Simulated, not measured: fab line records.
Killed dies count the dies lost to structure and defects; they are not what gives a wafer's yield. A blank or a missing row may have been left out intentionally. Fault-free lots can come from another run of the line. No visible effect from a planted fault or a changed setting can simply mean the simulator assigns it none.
fab line records	flow n5_finfet
[record] lots = 6	wafers = 18	last_day = 18
route steps=1938 shown HKMG_FIN@423 BEOL_M4@1111 PASSIVATION@1936
lots untouched by any fault: they come from a run of this same line in which no faults occurred
start_h: the number of hours between the record's first day and the start of the first shown wafer of the lot	wait_h: hours since the lot's step before	" same as the row above	L1.1+2: a single row standing in for several wafers	- no value present, or no start provided	* or withheld: withheld	< > ~ a bound
route shown NAME@n: names a module that has steps shown in the file, with the first one's number in the route	usual: average and standard deviation across the fault-free wafers	same: alike in all rows	chamber/n: place in a boat	sites: each site's reading	_std_site: standard deviation across them	_edge_site: outer sites' mean less inner sites'	radius_mm: how far each site lies from the wafer's centre	mask NAME#n: copy n	behind: the most recent tool/chamber to have shaped the wafer	hold: what put the lot on hold/how long, in hours/how the hold closed	device: transistor that didn't switch, given as n, p or np	end of line: the tests these same wafers got at the end of their route	where a step has no rows: the recipe by itself	killed: dies that structure and defects cost at the first sort, which is not the same as the wafer's yield	map: dies across one wafer; x = killed, . = not, _ = none there
set.NAME: setting as actually run; set.NAME@STEP: the setting as run at that earlier step	model.NAME: the simulator's own value behind a step, which no gauge read
lots seen at some steps along the route; tables by step, rows by wafer
services: when a tool's chamber went out of use (start_h, in hours from the record's first day, below 0 if earlier), for how many hours, and the reason
[[steps]]
[step N5_HKMG_FIN_COAT_30]
[recipe] resist = SiARC	temp_c = 220	time_s = 60	spin_rpm = 1500	resist_thk_nm = 35
[step N5_HKMG_FIN_COAT_06]
[recipe] resist = CAR-ArF	spin_rpm = 1500	resist_thk_nm = 90
[step N5_HKMG_FIN_EBR_08]
[recipe] solvent = PGMEA	ebr_width_mm = 1.5
[step N5_HKMG_FIN_SOFTBAKE_07]
[recipe] temp_c = 110	time_s = 60	resist = CAR-ArF
[step N5_HKMG_FIN_EXPOSE_09]
[recipe] mask_id = NWFM	na = 1.35	source_shape = conventional	sigma_outer = 0.8	polarization = unpolarized	dose_mj = 39.25
[step N5_HKMG_FIN_PEB_10]
[recipe] peb_temp_c = withheld	peb_time_s = 60	resist = CAR-ArF
[step N5_HKMG_FIN_DEVELOP_11]
[recipe] develop_time_s = 30	developer = TMAH	resist = CAR-ArF	dev_temp_c = 23	rinse_liquid = diw	dry = air_spin
[step N5_HKMG_FIN_CD_MEAS_12]
[recipe] target_cd_nm = 92.8	landing_energy_ev = 500	detector = se_inlens
[usual] cd_nm = 93.1/0.74
lot.wafer	tool	chamber	start_h	wait_h	cd_nm
L161.3	cd_sem-03	0	125.01	-	93.7
L161.4	"	0	"	"	92.6
L161.6	"	0	"	"	93.4
L165.2	cd_sem-02	0	150.26	-	92.9
L165.3	"	0	"	"	92.9
L165.4	"	0	"	"	92.3
L169.2	cd_sem-03	0	178.60	-	93.5
L169.5	"	0	"	"	92.8
L169.6	"	0	"	"	91.9
L171.4	cd_sem-01	0	190.15	-	94.4
L171.5	"	0	"	"	94.5
L171.6	"	0	"	"	94.3
L174.1	cd_sem-02	0	203.99	-	93.0
L174.5	"	0	"	"	92.5
L174.6	"	0	"	"	92.4
L176.2	cd_sem-02	0	216.27	-	94.0
L176.3	"	0	"	"	94.0
L176.4	"	0	"	"	93.1
[step N5_HKMG_FIN_OVL_MEAS_13]
[recipe] points_per_wafer = 44
[usual] NWFM_OVL = 0.3/0.86
[same] points_per_wafer = 44
lot.wafer	tool	chamber	start_h	wait_h	NWFM_OVL[nm]
L161.3	overlay-01	0	125.03	0.0	0.8
L161.4	"	0	"	"	0.9
L161.6	"	0	"	"	1.5
L165.2	overlay-02	0	150.29	0.0	1.3
L165.3	"	0	"	"	0.3
L165.4	"	0	"	"	1.8
L169.2	overlay-02	0	178.63	0.0	-0.1
L169.5	"	0	"	"	-0.9
L169.6	"	0	"	"	-0.4
L171.4	overlay-01	0	190.18	0.0	1.0
L171.5	"	0	"	"	-0.2
L171.6	"	0	"	"	0.4
L174.1	overlay-02	0	204.02	0.0	-0.4
L174.5	"	0	"	"	1.1
L174.6	"	0	"	"	0.5
L176.2	overlay-01	0	216.30	0.0	0.5
L176.3	"	0	"	"	1.9
L176.4	"	0	"	"	0.7
[step N5_HKMG_FIN_INSPECT_14]
[recipe] mode = adi	inspect_instrument = macro
[usual] raw_defect_count = 2.1/1.5
lot.wafer	tool	chamber	start_h	wait_h	raw_defect_count
L161.3	defect_inspect-02	-	125.06	0.0	0
L161.4	"	-	"	"	4
L161.6	"	-	"	"	0
L165.2	defect_inspect-01	-	150.32	0.0	0
L165.3	"	-	"	"	1
L165.4	"	-	"	"	5
L169.2	defect_inspect-02	-	178.65	0.0	5
L169.5	"	-	"	"	1
L169.6	"	-	"	"	2
L171.4	defect_inspect-02	-	190.21	0.0	3
L171.5	"	-	"	"	1
L171.6	"	-	"	"	1
L174.1	defect_inspect-01	-	204.04	0.0	2
L174.5	"	-	"	"	4
L174.6	"	-	"	"	2
L176.2	defect_inspect-01	-	216.33	0.0	1
L176.3	"	-	"	"	6
L176.4	"	-	"	"	2
[step N5_HKMG_FIN_DESCUM_17]
[recipe] chemistry = O2	time_s = 7.9	source_power_w = 50	bias_power_w = 20	pressure_mtorr = 20	rf_frequency_hz = 2.712e+07	temp_c = 40	resist = CAR-ArF	o2_flow_sccm = 225
[usual] drypump_motor_current_A = 5.6/0.53	o2_flow_sccm = 225.1/0.7	oes_product_au = 0.80/0.11	rf_vpp_V = 242.8/1.4	showerhead_plenum_p_Torr = 2.08/0.075	temp_c = 40.02/0.11	throttle_valve_pct = 20.39/0.25
[same] time_s = 7.9
lot.wafer	tool	chamber	start_h	wait_h	drypump_motor_current_A	o2_flow_sccm	oes_product_au	rf_hours_counter_h	rf_vpp_V	showerhead_plenum_p_Torr	temp_c	throttle_valve_pct
L161.3	rie_diel-02	3	125.42	0.4	6.6	225.0	0.69	198	243.5	1.97	39.94	20.01
L161.4	"	1	"	"	5.3	225.1	0.68	214	241.9	1.98	40.01	20.41
L161.6	"	0	"	"	5.6	226.0	0.74	-	241.9	2.00	40.12	20.48
L165.2	rie_diel-06	1	150.35	0.0	4.9	225.2	0.81	114	244.3	2.11	40.16	20.18
L165.3	"	3	"	"	5.3	226.3	0.95	7	242.1	2.06	39.98	20.05
L165.4	"	2	"	"	5.5	225.8	0.86	-	245.3	2.13	39.98	20.66
L169.2	rie_diel-02	1	178.69	0.0	5.4	226.0	0.67	237	240.3	1.97	39.82	20.45
L169.5	"	1	"	"	5.4	225.3	0.66	-	241.4	1.97	39.98	20.46
L169.6	"	2	"	"	5.4	224.8	0.97	-	246.0	2.24	40.11	20.34
L171.4	rie_diel-02	3	190.24	0.0	6.5	225.4	0.68	212	241.6	1.96	40.15	20.05
L171.5	"	2	"	"	5.4	224.9	0.95	-	245.3	2.24	39.83	20.32
L171.6	"	1	"	"	5.4	225.6	0.66	-	239.3	1.97	39.86	20.47
L174.1	rie_diel-06	3	204.08	0.0	5.3	224.2	0.91	25	240.9	2.06	40.07	20.07
L174.5	"	0	"	"	5.5	226.2	0.95	-	244.3	2.24	40.18	20.31
L174.6	"	1	"	"	4.9	224.8	0.80	-	242.3	2.10	40.11	20.21
L176.2	rie_diel-06	1	216.52	0.2	4.9	224.8	0.79	135	244.0	2.10	40.01	20.20
L176.3	"	0	"	"	5.5	225.2	0.93	18	244.6	2.24	39.97	20.30
L176.4	"	0	"	"	5.5	224.4	0.94	-	245.0	2.24	39.97	20.33
[step N5_HKMG_FIN_ETCH_31]
[recipe] chemistry = CF4	target = SiARC	target_depth_a = 455	mask_material = CAR-ArF	time_s = 75.8	ion_energy_ev = 80	pressure_mtorr = 40	source_w = 545	bias_w = 36	Ar_flow_sccm = 100	cf4_flow_sccm = 100	ends = cleared
[usual] drypump_motor_current_A = 5.6/0.52	etch_rf_on_time_s = 75.7/1.7	oes_product_au = 0.69/0.092	rf_vpp_V = 183.8/1.1	showerhead_plenum_p_Torr = 2.12/0.069	throttle_valve_pct = 15.57/0.24
lot.wafer	tool	chamber	start_h	wait_h	drypump_motor_current_A	etch_rf_on_time_s	oes_product_au	rf_hours_counter_h	rf_vpp_V	showerhead_plenum_p_Torr	throttle_valve_pct
L161.3	rie_diel-02	3	125.46	0.0	6.6	76.1	0.59	198	182.8	2.04	15.46
L161.4	"	1	"	"	5.4	80.2	0.57	214	182.7	2.05	15.74
L161.6	"	0	"	"	5.6	75.8	0.63	-	183.6	2.05	15.65
L165.2	rie_diel-06	1	150.38	0.0	4.9	76.3	0.68	114	184.9	2.16	15.38
L165.3	"	3	"	"	5.3	72.9	0.82	7	182.8	2.11	15.15
L165.4	"	2	"	"	5.5	75.1	0.75	-	183.1	2.16	15.77
L169.2	rie_diel-02	1	178.72	0.0	5.4	79.1	0.57	237	183.3	2.04	15.77
L169.5	"	1	"	"	5.4	78.9	0.57	-	183.9	2.04	15.78
L169.6	"	2	"	"	5.4	76.5	0.82	-	184.5	2.28	15.41
L171.4	rie_diel-02	3	190.27	0.0	6.5	75.3	0.59	212	183.2	2.04	15.49
L171.5	"	2	"	"	5.4	75.8	0.82	-	187.2	2.27	15.41
L171.6	"	1	"	"	5.4	79.2	0.57	-	184.3	2.04	15.80
L174.1	rie_diel-06	3	204.11	0.0	5.3	72.9	0.78	25	184.0	2.10	15.18
L174.5	"	0	"	"	5.5	74.6	0.81	-	184.7	2.27	15.37
L174.6	"	1	"	"	4.9	76.0	0.68	-	183.7	2.15	15.42
L176.2	rie_diel-06	1	216.56	0.0	4.9	76.9	0.68	135	183.4	2.15	15.42
L176.3	"	0	"	"	5.5	74.2	0.81	18	184.4	2.27	15.35
L176.4	"	0	"	"	5.5	74.6	0.80	-	186.0	2.27	15.35
[step N5_HKMG_FIN_ETCH_32]
[recipe] chemistry = N2/H2	target = SOC	target_depth_a = 2400	temp_c = 40	time_s = 300	ion_energy_ev = 200	mask_material = SiARC	pressure_mtorr = 30	source_w = 840	bias_w = 150	n2_flow_sccm = 200	h2_flow_sccm = 200
[usual] drypump_motor_current_A = 5.6/0.53	h2_flow_sccm = 200.0/0.61	oes_product_au = 0.80/0.11	rf_vpp_V = 523.3/2.6	showerhead_plenum_p_Torr = 2.52/0.088	temp_c = 40.01/0.11	throttle_valve_pct = 17.81/0.23
[same] time_s = 300
lot.wafer	tool	chamber	start_h	wait_h	drypump_motor_current_A	h2_flow_sccm	oes_product_au	rf_hours_counter_h	rf_vpp_V	showerhead_plenum_p_Torr	temp_c	throttle_valve_pct
L161.3	rie_diel-02	3	125.51	0.0	6.6	199.3	0.70	198	520.3	2.44	40.09	17.83
L161.4	"	1	"	"	5.4	200.7	0.67	214	521.3	2.40	39.93	17.80
L161.6	"	0	"	"	5.6	200.4	0.74	-	519.6	2.43	39.83	17.97
L165.2	rie_diel-06	1	150.44	0.0	4.9	200.4	0.81	114	524.2	2.55	39.96	17.58
L165.3	"	3	"	"	5.3	199.8	0.97	7	522.7	2.50	40.02	17.41
L165.4	"	2	"	"	5.5	200.7	0.85	-	525.7	2.59	40.12	17.98
L169.2	rie_diel-02	1	178.78	0.0	5.4	219.4	0.66	237	518.9	2.44	39.98	18.48
L169.5	"	1	"	"	5.4	220.2	0.67	-	520.7	2.45	40.00	18.48
L169.6	"	2	"	"	5.4	221.0	0.97	-	527.7	2.79	40.03	18.34
L171.4	rie_diel-02	3	190.33	0.0	6.5	219.8	0.70	212	520.6	2.49	40.18	18.51
L171.5	"	2	"	"	5.4	220.3	0.97	-	528.8	2.79	40.07	18.35
L171.6	"	1	"	"	5.4	220.7	0.66	-	519.9	2.44	40.14	18.48
L174.1	rie_diel-06	3	204.17	0.0	5.3	199.2	0.91	25	521.7	2.49	40.06	17.44
L174.5	"	0	"	"	5.5	201.0	0.94	-	528.6	2.72	40.07	17.75
L174.6	"	1	"	"	4.9	199.2	0.79	-	523.9	2.55	40.05	17.60
L176.2	rie_diel-06	1	216.61	0.0	4.9	199.5	0.79	135	523.8	2.55	39.94	17.60
L176.3	"	0	"	"	5.5	200.4	0.94	18	526.6	2.71	39.89	17.78
L176.4	"	0	"	"	5.5	199.9	0.93	-	529.2	2.71	40.17	17.75
[step N5_HKMG_FIN_STRIP_33]
[recipe] chemistry = N2/H2	temp_c = 40	n2_flow_sccm = 200	h2_flow_sccm = 200	rf_frequency_hz = 6e+07
[step N5_BEOL_M4_RC_MEAS_101]
[usual] DIBL_N = 36.2/1.6	DIBL_P = 36.1/2	IOFF_N = 0.16/0.032	IOFF_P = 0.22/0.036	ION_N = 672/11	ION_P = 463/7.5	SS_N = 71.4/0.58	SS_P = 73.2/0.67	VT_N = 250/3.3	VT_P = -250/3.3
lot.wafer	tool	chamber	start_h	wait_h	DIBL_N[mV/V]	DIBL_P[mV/V]	IOFF_N[nA/um]	IOFF_P[nA/um]	ION_N[uA/um]	ION_P[uA/um]	SS_N[mV/dec]	SS_P[mV/dec]	VT_N[mV]	VT_P[mV]
L161.3	prober-01	0	220.55	0.3	37.9	38.0	0.22	0.28	685	473	71.5	74.1	246	-244
L161.4	"	0	"	"	35.3	35.0	0.17	0.23	680	467	70.9	72.8	246	-246
L161.6	"	0	"	"	35.2	34.9	0.15	0.22	666	466	70.9	72.9	249	-247
L165.2	prober-02	0	247.13	0.2	34.8	35.3	0.16	0.23	689	477	70.9	72.6	246	-245
L165.3	"	0	"	"	37.3	37.4	0.20	0.27	690	472	71.5	74.3	248	-245
L165.4	"	0	"	"	38.0	37.1	0.20	0.25	686	471	71.9	73.0	246	-246
L169.2	prober-02	0	276.62	0.2	35.3	34.4	0.14	0.20	664	457	71.7	73.3	253	-251
L169.5	"	0	"	"	34.2	34.1	0.13	0.19	665	459	70.5	73.0	256	-251
L169.6	"	0	"	"	32.5	30.8	0.11	0.15	664	451	70.6	71.6	254	-253
L171.4	prober-02	0	286.61	0.5	35.9	37.0	0.17	0.26	681	466	71.5	73.2	247	-246
L171.5	"	0	"	"	33.8	34.1	0.13	0.22	665	465	71.0	72.9	252	-248
L171.6	"	0	"	"	34.6	34.7	0.16	0.22	689	476	71.1	72.6	249	-248
L174.1	prober-02	0	294.82	0.0	34.8	34.8	0.14	0.20	667	461	70.8	72.5	252	-248
L174.5	"	0	"	"	36.3	34.7	0.16	0.19	667	459	72.1	73.4	253	-250
L174.6	"	0	"	"	35.2	34.6	0.13	0.19	668	463	71.0	73.1	254	-248
L176.2	prober-02	0	340.00	0.2	36.9	38.3	0.17	0.23	675	469	71.6	73.0	249	-251
L176.3	"	0	"	"	34.1	34.9	0.12	0.19	668	464	71.0	72.4	254	-252
L176.4	"	0	"	"	34.5	35.5	0.14	0.19	671	463	71.1	72.4	250	-250
[step N5_PASSIVATION_PROBE_49]
[usual] defect_limited_yield = 91.4/1.3	killed_at_M0_to_M3 = 34/10	killed_at_M4_up = 14/5.6	killed_at_contacts = 13/5.9	killed_at_front_end = 37/9.9	killed_at_other = 3.5/2.8	killed_dies = 101/15	killed_open = 67/12	killed_short = 32/6.6	sort_bin_5_function = 5.0/0.81	sort_bin_6_memory = 3.2/0.66	sort_n_pass = 1079/15	sort_yield_pct = 91.4/1.3
[same] gross_dies = 1180	killed_at_back_side = 0	sort_bin_4_leakage[%] = 0	sort_bin_8_speed[%] = 0
lot.wafer	tool	chamber	start_h	wait_h	defect_limited_yield[%]	killed_at_M0_to_M3	killed_at_M4_up	killed_at_contacts	killed_at_front_end	killed_at_other	killed_dies	killed_open	killed_short	sort_bin_5_function[%]	sort_bin_6_memory[%]	sort_n_pass	sort_yield_pct[%]
L161.3	prober-01	-	328.71	0.1	93.6	16	14	8	35	3	76	56	20	3.3	2.9	1104	93.6
L161.4	prober-01	-	328.76	0.2	94.5	24	11	2	28	0	65	42	23	3.0	2.0	1115	94.5
L161.6	prober-01	-	328.86	0.3	92.7	35	14	4	31	2	86	51	34	5.1	1.9	1094	92.7
L169.2	prober-01	-	376.62	0.1	91.9	36	8	14	35	3	96	55	41	5.0	2.5	1084	91.9
L169.5	prober-01	-	376.77	0.2	93.1	21	13	7	37	3	81	51	30	3.6	3.0	1099	93.1
L169.6	prober-01	-	376.82	0.3	91.9	32	6	15	37	5	95	64	30	4.7	3.3	1085	91.9
L171.4	prober-01	-	396.00	0.2	92.5	29	8	15	32	5	89	49	38	4.5	2.5	1091	92.5
L171.5	prober-01	-	396.05	0.2	91.5	34	8	12	38	8	100	58	39	5.1	3.0	1080	91.5
L171.6	prober-01	-	396.10	0.3	92.8	29	7	3	38	8	85	61	24	3.9	2.9	1095	92.8
L174.1	prober-01	-	397.27	0.0	88.7	54	14	16	42	7	133	101	32	6.0	4.7	1047	88.7
L174.5	prober-01	-	397.47	0.2	91.3	32	10	13	46	2	103	66	37	4.8	3.6	1077	91.3
L174.6	prober-01	-	397.52	0.3	92.1	41	16	14	19	3	93	67	25	4.8	2.8	1087	92.1
// killed by level:class
L161.3 FIN_SAQP:geometric_particle:open=14 FIN_SAQP:geometric_particle:short=10 BEOL_M4:geometric_particle:open=8 DUMMY_GATE:geometric_particle:open=7 MOL_CONTACT_COAG:geometric_particle:open=7 BEOL_M0_SAQP:geometric_particle:open=5 BEOL_M3:geometric_particle:open=5 BEOL_M2:geometric_particle:open=3
L161.4 FIN_SAQP:geometric_particle:open=9 BEOL_M3:geometric_particle:open=7 BEOL_M0_SAQP:geometric_particle:short=7 FIN_SAQP:geometric_particle:short=6 DUMMY_GATE:geometric_particle:open=5 BEOL_M6:geometric_particle:open=4 BEOL_M0_SAQP:geometric_particle:open=3 BEOL_M1:geometric_particle:open=3
L161.6 BEOL_M2:geometric_particle:open=12 FIN_SAQP:geometric_particle:open=8 FIN_SAQP:geometric_particle:short=7 BEOL_M0_SAQP:geometric_particle:short=5 BEOL_M1:geometric_particle:open=5 BEOL_M5:geometric_particle:open=4 DUMMY_GATE:geometric_particle:open=3 ILD0:geometric_particle:short=3
L169.2 BEOL_M0_SAQP:geometric_particle:short=12 MOL_CONTACT_COAG:geometric_particle:open=10 FIN_SAQP:geometric_particle:short=8 GATE_CUT:geometric_particle:short=6 BEOL_M2:geometric_particle:open=6 BEOL_M0_SAQP:geometric_particle:open=5 BEOL_M1:geometric_particle:open=5 FIN_SAQP:geometric_particle:open=4
L169.5 GATE_CUT:geometric_particle:short=10 BEOL_M2:geometric_particle:open=7 GATE_CUT:geometric_particle:open=6 MOL_CONTACT_COAG:geometric_particle:open=6 FIN_SAQP:geometric_particle:open=5 STI_FIN_REVEAL:geometric_particle:open=4 BEOL_M0_SAQP:geometric_particle:short=4 BEOL_M7:geometric_particle:open=4
L169.6 BEOL_M2:geometric_particle:open=14 MOL_CONTACT_COAG:geometric_particle:open=13 FIN_SAQP:geometric_particle:open=7 GATE_CUT:geometric_particle:short=6 BEOL_M0_SAQP:geometric_particle:open=6 STI_FIN_REVEAL:geometric_particle:open=5 GATE_CUT:geometric_particle:open=3 BEOL_M0:geometric_particle:open=3
L171.4 MOL_CONTACT_COAG:geometric_particle:open=12 FIN_SAQP:geometric_particle:short=8 BEOL_M0_SAQP:geometric_particle:short=8 BEOL_M0_SAQP:geometric_particle:open=8 FIN_SAQP:geometric_particle:open=6 BEOL_M1:geometric_particle:open=6 BEOL_M4:geometric_particle:open=5 DUMMY_GATE:geometric_particle:open=3
L171.5 BEOL_M2:geometric_particle:open=11 MOL_CONTACT_COAG:geometric_particle:open=9 FIN_SAQP:geometric_particle:short=8 FIN_SAQP:geometric_particle:open=8 GATE_CUT:geometric_particle:short=7 BEOL_M0_SAQP:geometric_particle:short=6 BEOL_M2:geometric_particle:short=5 GATE_CUT:geometric_particle:open=4
L171.6 DUMMY_GATE:geometric_particle:open=12 BEOL_M2:geometric_particle:open=12 FIN_SAQP:geometric_particle:open=6 GATE_CUT:geometric_particle:open=6 BEOL_M0_SAQP:geometric_particle:short=6 STARTING-WAFER:geometric_particle:short=5 BEOL_M0_SAQP:geometric_particle:open=4 BEOL_M1:geometric_particle:open=4
L174.1 MOL_CONTACT_COAG:geometric_particle:open=14 BEOL_M0_SAQP:geometric_particle:short=14 BEOL_M0_SAQP:geometric_particle:open=13 BEOL_M2:geometric_particle:open=13 DUMMY_GATE:geometric_particle:open=10 BEOL_M4:geometric_particle:open=10 STI_FIN_REVEAL:geometric_particle:open=9 BEOL_M3:geometric_particle:open=9
L174.5 STI_FIN_REVEAL:geometric_particle:open=11 MOL_CONTACT_COAG:geometric_particle:open=10 BEOL_M0_SAQP:geometric_particle:short=8 BEOL_M0_SAQP:geometric_particle:open=7 FIN_SAQP:geometric_particle:open=6 GATE_CUT:geometric_particle:short=6 BEOL_M4:geometric_particle:open=6 BEOL_M2:geometric_particle:open=6
L174.6 MOL_CONTACT_COAG:geometric_particle:open=12 BEOL_M3:geometric_particle:open=12 BEOL_M0_SAQP:geometric_particle:open=11 BEOL_M0_SAQP:geometric_particle:short=8 BEOL_M4:geometric_particle:open=5 STARTING-WAFER:geometric_particle:open=5 FIN_SAQP:geometric_particle:open=3 GATE_CUT:geometric_particle:short=3
[[services]]
tool	chamber	start_h	hours	kind
rie_diel-06	3	116.09	-	clean
rie_diel-06	3	116.09	-	consumable_replace:focus_ring
rie_diel-06	3	116.09	18.1	scheduled_down
rie_diel-06	3	116.09	18.1	vent_cycle
rie_diel-02	3	126.12	3.5	repair
rie_diel-02	2	139.13	-	clean
rie_diel-02	2	139.13	-	consumable_replace:focus_ring
rie_diel-02	2	139.13	-	consumable_replace:showerhead
rie_diel-02	2	139.13	19.0	scheduled_down
rie_diel-02	2	139.13	19.0	vent_cycle
rie_diel-06	0	141.86	-	clean
rie_diel-06	0	141.86	-	consumable_replace:focus_ring
rie_diel-06	0	141.86	-	consumable_replace:showerhead
rie_diel-06	0	141.86	17.7	scheduled_down
rie_diel-06	0	141.86	17.7	vent_cycle
rie_diel-02	3	143.67	19.0	repair
rie_diel-02	1	209.60	1.2	repair
rie_diel-06	2	212.80	6.6	repair
[[key]]
[first_sign] step = N5_HKMG_FIN_ETCH_32	reading = h2_flow_sccm	direction = up	sigmas = 33	usual = 200.0	struck = 220.2
[effect] step = N5_HKMG_FIN_ETCH_32	reading = throttle_valve_pct	direction = up	sigmas = 2.7	usual = *	struck = *
met_at N5_HKMG_FIN_ETCH_32
struck_wafers L169.2,L169.5,L169.6,L171.4,L171.5,L171.6
onset_between 125.51 178.78
[fault] kind = process_parameter_drift	tool = rie_diel-02	chamber = -	onset_h = 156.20	steps = N5_HKMG_FIN_ETCH_32	channel = h2_flow_sccm	offset = 20	shape = step	end_h = 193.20	acts_in = these_recipes_only	stated = 200
